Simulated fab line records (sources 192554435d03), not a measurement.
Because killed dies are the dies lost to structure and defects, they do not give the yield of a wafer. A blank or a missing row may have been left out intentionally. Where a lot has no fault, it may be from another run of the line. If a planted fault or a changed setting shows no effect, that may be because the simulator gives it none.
A struck lot beside a sound one :: flow n5_finfet :: 14 steps out of a route of 1938
Sound: the wafers L797.3, L797.4, L797.5. Struck: wafers L794.2, L794.3, L794.5. Last of all comes the cause.
Each step with rows lists, per side, the tool, then ch with its chambers, then its first start. Under that, the readings that differ: sound wafers :: struck wafers :: difference of the means :: sigmas: that difference in standard deviations of wafers without a fault.
alike: words and numbers the same on both sides, and readings whose means are apart by under 2 such deviations; not compared: readings that were withheld, readings missing a value for some wafer, numbers with overlapping values and no deviation given by the record, and bounds like >300 which may hide the same value.
A row with sigmas, a row that says differs or no value, or rows on one side alone: a step with any of these is where the two part. Numbers that have no deviation but don't overlap get no sigmas and don't part them. A reading missing from all wafers of one side parts the sides only when that side holds two or more wafers.

N5_MIM_BOT_ETCH_STRIP_01: strips in O2.
  sound on rie_diel-05 ch 0,1,3, day 15 15:10; struck on rie_diel-05 ch 1,2,3, day 14 14:10
  alike: drypump_motor_current_A, oes_product_au, rf_vpp_V, showerhead_plenum_p_Torr, throttle_valve_pct
  not compared: rf_hours_counter_h
then, 3 steps without rows for these wafers: N5_MIM_BOT_ETCH_STRIP_02 (strips in post etch residue remover, time 1200 s); N5_MIM_BOT_ETCH_CLEAN_05 (cleans in IPA, time 180 s); N5_MIM_BOT_ETCH_SRD_06 (time 30 s).
N5_PASSIVATION_PECVD_55: deposits SiO2 from SiH4/N2O, target thk 400 nm, time 22.5 s.
  sound on pecvd-03 ch 1,2, day 15 15:41; struck on pecvd-03 ch 1,2, day 14 14:40
  alike: heater_power_w, showerhead_plenum_p_Torr, throttle_valve_pct
N5_PASSIVATION_PECVD_01: deposits SiNx from SiH4/NH3/N2, target thk 200 nm, time 43.2 s.
  sound on pecvd-03 ch 1,2, day 15 15:44; struck on pecvd-03 ch 1,2, day 14 14:42
  alike: heater_power_w, showerhead_plenum_p_Torr, throttle_valve_pct
then, 6 steps without rows for these wafers: N5_PASSIVATION_HMDS_03 (time 60 s); N5_PASSIVATION_COAT_04; N5_PASSIVATION_EBR_06; N5_PASSIVATION_SOFTBAKE_05 (time 90 s); N5_PASSIVATION_EXPOSE_07 (exposes mask TV, defocus 0 nm, target cd 3000 nm); N5_PASSIVATION_PEB_08.
N5_PASSIVATION_DEVELOP_09: develop time 60 s.
  struck on litho_track-02, day 14 15:09; sound on litho_track-01 ch 0, day 15 16:34
  no value came back on the struck wafers for chill_plate_temp_C (C), develop_time_s (s); on the sound wafers chill_plate_temp_C (C) reads 23.01 23.06 22.99
  not compared: model.coat_of_PASSIVATION_COAT_04.thk_nm
then, 1 step without rows for these wafers: N5_PASSIVATION_HARDBAKE_11 (time 120 s).

WHERE THEY PART
N5_PASSIVATION_DEVELOP_09 only, going by this record.

WHY: what the simulator had put in
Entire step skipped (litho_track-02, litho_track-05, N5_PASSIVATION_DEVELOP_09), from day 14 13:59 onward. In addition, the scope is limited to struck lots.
